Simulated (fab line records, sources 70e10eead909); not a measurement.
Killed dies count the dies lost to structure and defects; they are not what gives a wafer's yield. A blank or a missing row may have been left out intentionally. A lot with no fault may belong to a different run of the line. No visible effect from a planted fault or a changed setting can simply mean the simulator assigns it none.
fab line records | flow nandHarc
record lots=15 wafers=45 lastDay=33
route steps=1302 shown P_CONTACT@233
lots with no fault: from the same line, run without faults
startH: hours from the record's opening day to when the first of the lot's shown wafers began | waitH: hours since the lot's step before | " repeats the value in the row above | L1.1+2: a row that stands for several wafers | - no value, or no start given | * or withheld: withheld | < > ~ a bound
route shown NAME@n: NAME is a module with steps in the file, n the number in the route of the first one | usual: the fault-free wafers' mean and standard deviation | same: alike in all rows | chamber/n: place in a boat | sites: readings site by site | _std_site: standard deviation across them | _edge_site: outer sites' mean less inner sites' | radiusMm: for every site, how far away it sits from the centre of the wafer | mask NAME#n: copy n | behind: tool/chamber where the wafer was last shaped | hold: cause of the lot's hold/its duration in hours/its outcome | device: whichever transistor did not switch (one of n, p or np) | end of line: tests run on the same wafers once the route is complete | a step with no rows: only its recipe | killed: the dies lost at the first sort to structure and to defects; this is not the yield of the wafer | map: dies across one wafer; x = killed, . = not, _ = none there
set.NAME: the run value of the setting; set.NAME@STEP: its run value at that earlier step | model.NAME: the simulator's own value behind a step, which no gauge read
the route's steps for a sample of lots (tables are steps, rows are wafers)
services: a tool's chamber out of use, with start hour (startH, from the record's first day; less than 0 if before it), hours out, and reason
## steps
# step NHARC_P_CONTACT_OVL_MEAS_13
# usual overlayXNm=0.2/0.59 overlayYNm=0.2/0.88
# columns lot.wafer tool chamber startH waitH overlayXNm overlayYNm
L102.3 overlay-02 - 116.41 - -0.7 0.3
L102.5 " - " " -0.8 0.1
L102.6 " - " " -1.1 0.2
L103.1 overlay-02 - 127.26 - -0.5 0.4
L103.5 " - " " 0.3 0.6
L103.6 " - " " 0.4 0.1
L105.2 overlay-02 - 152.38 - 1.2 -0.6
L105.4 " - " " 0.6 -0.7
L105.6 " - " " 0.5 -0.8
L106.2 overlay-02 - 156.44 - -0.5 0.2
L106.4 " - " " -0.5 1.1
L106.6 " - " " 0.2 0.9
L107.1 overlay-01 - 163.71 - 0.4 1.2
L107.2 " - " " 0.7 0.9
L107.6 " - " " 0.9 1.2
L108.2 overlay-02 - 183.42 - 0.0 0.5
L108.3 " - " " 0.3 0.5
L108.5 " - " " 0.5 0.8
L109.4 overlay-01 - 190.09 - 1.2 -0.7
L109.5 " - " " 0.9 -0.6
L109.6 " - " " 0.7 -0.6
L110.2 overlay-02 - 198.07 - 0.0 -0.1
L110.4 " - " " -0.1 0.1
L110.6 " - " " 0.0 0.1
L111.1 overlay-02 - 215.03 - 0.5 0.9
L111.2 " - " " 0.5 0.6
L111.4 " - " " 0.2 0.7
L112.2 overlay-02 - 218.40 - 1.0 1.4
L112.3 " - " " 0.7 1.9
L112.6 " - " " 0.3 1.7
L114.1 overlay-02 - 234.98 - -0.2 0.7
L114.5 " - " " -0.1 0.9
L114.6 " - " " 0.3 1.1
L119.1 overlay-02 - 292.78 - 0.2 -0.7
L119.2 " - " " 0.4 -0.1
L119.3 " - " " -0.4 -0.6
L118.1 overlay-01 - 293.50 - 0.9 0.5
L118.2 " - " " 1.1 0.1
L118.5 " - " " 0.6 0.8
L123.2 overlay-02 - 333.42 - -0.5 1.8
L123.3 " - " " -0.5 1.8
L123.6 " - " " -0.4 2.3
L125.4 overlay-01 - 339.61 - 0.2 -1.6
L125.5 " - " " 1.2 -1.5
L125.6 " - " " 0.0 -1.8
# step NHARC_P_CONTACT_INSPECT_14
# usual rawDefectCount=4.3/2.4
# columns lot.wafer tool chamber startH waitH rawDefectCount
L102.3 defectInspect-02 - 116.45 0.0 3
L102.5 " - " " 7
L102.6 " - " " 5
L103.1 defectInspect-01 - 127.30 0.0 2
L103.5 " - " " 4
L103.6 " - " " 3
L105.2 defectInspect-02 - 152.41 0.0 5
L105.4 " - " " 7
L105.6 " - " " 9
L106.2 defectInspect-01 - 156.47 0.0 4
L106.4 " - " " 4
L106.6 " - " " 1
L107.1 defectInspect-01 - 163.75 0.0 2
L107.2 " - " " 4
L107.6 " - " " 4
L108.2 defectInspect-01 - 183.46 0.0 4
L108.3 " - " " 0
L108.5 " - " " 2
L109.4 defectInspect-01 - 190.13 0.0 3
L109.5 " - " " 4
L109.6 " - " " 7
L110.2 defectInspect-01 - 198.11 0.0 7
L110.4 " - " " 6
L110.6 " - " " 10
L111.1 defectInspect-01 - 215.07 0.0 4
L111.2 " - " " 4
L111.4 " - " " 3
L112.2 defectInspect-02 - 218.43 0.0 4
L112.3 " - " " 9
L112.6 " - " " 3
L114.1 defectInspect-01 - 235.01 0.0 12
L114.5 " - " " 5
L114.6 " - " " 6
L119.1 defectInspect-02 - 292.82 0.0 4
L119.2 " - " " 1
L119.3 " - " " 3
L118.1 defectInspect-02 - 293.54 0.0 8
L118.2 " - " " 4
L118.5 " - " " 2
L123.2 defectInspect-01 - 333.46 0.0 3
L123.3 " - " " 1
L123.6 " - " " 0
L125.4 defectInspect-02 - 339.65 0.0 4
L125.5 " - " " 6
L125.6 " - " " 1
# step NHARC_P_CONTACT_PVD_32
# recipe targetThkA=50 chamberPressurePa=5 powerW=5000 substrateTempC=200 timeS=17.7 material=Ti
# usual cathodeDcPowerW=5000.0/0.88 chamberPressurePa=5.000/0.0097 throttleValvePct=29.9/0.96
# columns lot.wafer tool chamber startH waitH cathodeDcPowerW chamberPressurePa throttleValvePct
L102.3 pvdSputter-01 - 118.28 - 4999.3 4.984 30.7
L102.6 " - " " 5000.2 4.993 29.8
L102.5 " - " " 5000.0 5.020 29.5
L103.1 pvdSputter-02 - 129.13 - 4999.9 4.995 31.0
L103.5 " - " " 5000.2 5.005 28.7
L103.6 " - " " 5002.1 5.001 29.9
L105.4 pvdSputter-03 - 154.18 - 4999.8 4.983 29.4
L105.2 " - " " 4999.7 4.989 30.9
L105.6 " - " " 5000.1 5.003 30.6
L106.4 pvdSputter-03 - 158.24 - 5001.8 5.003 31.0
L106.2 " - " " 5000.0 4.991 31.3
L106.6 " - " " 5000.5 4.986 31.0
L107.2 pvdSputter-02 - 165.53 - 4999.5 4.993 30.9
L107.1 " - " " 4999.5 5.010 28.5
L107.6 " - " " 5000.0 4.988 31.0
L108.3 pvdSputter-02 - 185.25 - 5000.2 5.010 28.5
L108.2 " - " " 4998.5 5.000 30.0
L108.5 " - " " 4999.9 5.017 28.7
L109.4 pvdSputter-02 - 191.94 - 5001.5 5.012 28.4
L109.6 " - " " 5001.3 5.009 31.2
L109.5 " - " " 5000.3 4.992 28.2
L110.4 pvdSputter-02 - 199.93 - - - -
L110.2 " - " " - - -
L110.6 " - " " - - -
L111.1 pvdSputter-03 - 216.84 - - - -
L111.4 " - " " - - -
L111.2 " - " " - - -
L112.3 pvdSputter-02 - 220.22 - - - -
L112.2 " - " " - - -
L112.6 " - " " - - -
L114.1 pvdSputter-03 - 236.80 - 5000.6 5.004 29.7
L114.5 " - " " 5000.1 4.996 29.0
L114.6 " - " " 4997.7 4.998 29.7
L119.3 pvdSputter-03 - 294.60 - 5001.6 5.012 30.1
L119.1 " - " " 4999.8 5.008 30.8
L119.2 " - " " 5000.4 4.992 31.0
L118.2 pvdSputter-01 - 295.30 - 4999.6 5.006 30.2
L118.1 " - " " 4998.2 4.989 30.8
L118.5 " - " " 5000.0 4.998 30.0
L123.2 pvdSputter-01 - 335.23 - 4999.1 5.003 29.3
L123.3 " - " " 4999.0 5.005 30.2
L123.6 " - " " 5000.6 4.990 31.1
L125.4 pvdSputter-02 - 341.82 - 5000.7 5.012 28.5
L125.6 " - " " 5000.6 5.009 28.7
L125.5 " - " " 5000.5 5.007 31.2
# step NHARC_P_CONTACT_CMP_24
# recipe tOverpolishS=30 targetThkNm=200
# usual motorCurrentA=12.2/1.5 overpolishRunS=30.000/0.0091 timeToEndpointS=41/3.6
# same tOverpolishS=30
# columns lot.wafer tool chamber startH waitH motorCurrentA overpolishRunS timeToEndpointS
L102.3 cmp-01 0 119.24 0.4 10.7 29.993 35
L102.5 " 3 " " 11.3 30.002 41
L102.6 " 0 " " 11.0 29.995 34
L103.1 cmp-03 2 130.14 0.6 10.5 29.991 42
L103.6 " 3 " " 10.8 29.986 35
L103.5 " 0 " " 13.4 29.994 44
L105.2 cmp-03 0 155.23 0.5 13.7 29.994 42
L105.4 " 1 " " 13.7 30.000 45
L105.6 " 2 " " 10.3 29.988 42
L106.2 cmp-03 2 159.20 0.5 10.5 29.995 45
L106.4 " 3 " " 10.9 30.011 39
L106.6 " 3 " " 11.2 29.983 40
L107.2 cmp-01 3 166.49 0.6 11.4 30.008 42
L107.1 " 1 " " 15.1 30.003 37
L107.6 " 0 " " 11.1 29.993 36
L108.2 cmp-02 3 186.79 0.5 13.2 30.011 46
L108.3 " 0 " " 11.2 30.001 34
L108.5 " 0 " " 10.8 30.011 36
L109.4 cmp-01 1 192.95 0.4 14.9 30.010 38
L109.5 " 3 " " 10.9 30.000 43
L109.6 " 0 " " 11.3 29.986 36
L110.2 cmp-02 0 200.95 0.5 11.2 30.000 35
L110.4 " 1 " " 13.9 29.989 40
L110.6 " 1 " " 13.5 30.003 41
L111.1 cmp-02 2 217.87 0.5 10.9 30.009 45
L111.2 " 3 " " 13.4 30.007 42
L111.4 " 0 " " 11.0 30.003 36
L112.3 cmp-02 1 221.19 0.4 13.7 30.009 41
L112.2 " 2 " " 10.8 29.995 43
L112.6 " 1 " " 14.3 29.998 43
L114.1 cmp-03 3 237.76 0.5 11.0 30.006 40
L114.6 " 3 " " 10.8 29.981 40
L114.5 " 0 " " 13.7 29.985 43
L119.3 cmp-03 0 295.57 0.3 14.6 30.012 44
L119.2 " 1 " " 13.3 29.993 45
L119.1 " 2 " " 10.2 29.991 45
L118.1 cmp-02 3 296.29 0.5 12.2 30.000 44
L118.2 " 0 " " 11.8 30.010 36
L118.5 " 2 " " 11.0 30.014 45
L123.2 cmp-03 1 336.75 0.8 13.5 29.999 46
L123.3 " 3 " " 11.0 30.005 39
L123.6 " 1 " " 13.3 30.009 44
L125.4 cmp-01 2 342.81 0.4 13.7 29.992 41
L125.6 " 2 " " 13.7 30.000 39
L125.5 " 3 " " 11.1 30.014 43
## services
# columns tool chamber startH hours kind
cmp-02 - 103.27 0.5 repair
pvdSputter-02 - 104.00 10.0 pm
cmp-03 - 119.17 1.6 repair
cmp-01 - 132.94 1.2 repair
cmp-02 - 134.57 4.0 pm
pvdSputter-02 - 150.67 3.3 repair
cmp-01 - 155.11 5.9 repair
cmp-03 - 162.10 4.0 pm
pvdSputter-02 - 167.45 1.8 repair
pvdSputter-03 - 170.00 10.0 pm
cmp-01 - 187.01 4.0 pm
cmp-02 - 192.01 1.5 repair
cmp-02 - 232.57 4.0 pm
cmp-03 - 245.31 0.5 repair
cmp-03 - 260.10 4.0 pm
pvdSputter-02 - 282.04 10.0 pm
cmp-01 - 285.01 4.0 pm
cmp-03 - 293.72 1.2 repair
pvdSputter-02 - 294.27 8.7 repair
cmp-02 - 299.25 1.2 repair
cmp-03 - 304.53 1.0 repair
cmp-03 - 311.48 1.1 repair
cmp-02 - 330.57 4.0 pm
pvdSputter-03 - 336.67 5.7 repair
## key
firstSign step=NHARC_P_CONTACT_PVD_32 reading=toolRecord direction=missing
effect none on later readings
metAt NHARC_P_CONTACT_PVD_32
struckLots L110,L111,L112
sortLeftOut L110.2,L110.4,L110.6,L111.1,L111.2,L111.4,L112.2,L112.3,L112.6
testerLeftOut L110,L111,L112
notActingAt NHARC_P_CONTACT_OVL_MEAS_13,NHARC_P_CONTACT_INSPECT_14,NHARC_P_CONTACT_CMP_24
onsetBetween 191.94 199.93
fault kind=skippedStepWhole tool=pvdSputter-02,pvdSputter-03 chamber=- onsetH=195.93 steps=NHARC_P_CONTACT_PVD_32 scope=struckLotsOnly
# testerLeftOut: of these lots the tester's yield and bins aren't shown, on N5 and GAA mostly nor the transistor test; their killed dies are dies lost to structure and defects alone, not to doping, threshold or leakage, so they don't give the yield
# sortLeftOut: the simulated sort isn't trusted on such a fault, so these wafers' sort isn't shown, and their yield isn't known
